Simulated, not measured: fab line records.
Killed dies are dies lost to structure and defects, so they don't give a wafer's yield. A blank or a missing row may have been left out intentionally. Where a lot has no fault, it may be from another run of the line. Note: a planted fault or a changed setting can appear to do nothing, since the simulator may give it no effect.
Matching of chambers    flow nand harc    NHARC_P_GATE_ALD_36 on ald sin-01 has 4 sister chambers
The step deposits SiNx, target thk 20 nm, pulse time 60 s, ald cycles 223. 14 wafers are shown with their chamber, then 7 later ones without.

== EACH WAFER AND ITS CHAMBER ==
wafer   chamber  heater power w (W)  precursor pulse height rel
L076.3  0        885                 0.972
L076.4  1        939                 1.014
L076.2  2        887                 1.027
L079.4  2        863                 1.015
L079.5  1        958                 1.008
L079.6  2        851                 1.027
L081.2  2        839                 0.991
L081.5  3        802                 0.977
L081.6  0        910                 1.009
L086.1  3        856                 0.993
L086.5  1        949                 0.997
L086.6  2        851                 0.990
L090.3  2        869                 1.028
L090.1  0        885                 0.998

SIGNATURES, as means of the wafers listed above
reading                     chamber 0  chamber 1  chamber 2  chamber 3  scatter within a chamber
heater power w              893.33     948.67     860.00     829.00     18.6
precursor pulse height rel  0.99300    1.00633    1.01300    0.98500    0.0162
Rule: for a wafer and a chamber, the distance is found by dividing, reading by reading, the gap between the wafer's reading and the chamber's mean by the reading's scatter, squaring, summing and taking the root. The wafer belongs to the nearest chamber; if the next one is less than 2 further off, it can't be placed. The scatter: the root of (the sum of the squares of (reading less its chamber's mean) over the shown wafers, divided by (wafers less chambers)).

== WAFERS WITHOUT THEIR CHAMBER ==
wafer   heater power w (W)  precursor pulse height rel
L090.5  963                 1.041
L092.1  924                 0.976
L092.2  848                 0.996
L092.6  962                 1.009
L096.1  881                 0.999
L096.2  962                 0.999
L096.5  966                 1.001

== THE CHAMBER EACH PASSED THROUGH ==
wafer   from the rows above           in truth
L090.5  1                             1
L092.1  can't be placed: 0 or 1       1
L092.2  can't be placed: 3 or 2 or 0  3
L092.6  1                             1
L096.1  can't be placed: 0 or 2       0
L096.2  1                             1
L096.5  1                             1
Correctly placed: 4 of 7. Cannot be placed on the basis of these rows: 3; the candidates contain the true chamber in 3. Number placed wrongly: 0.
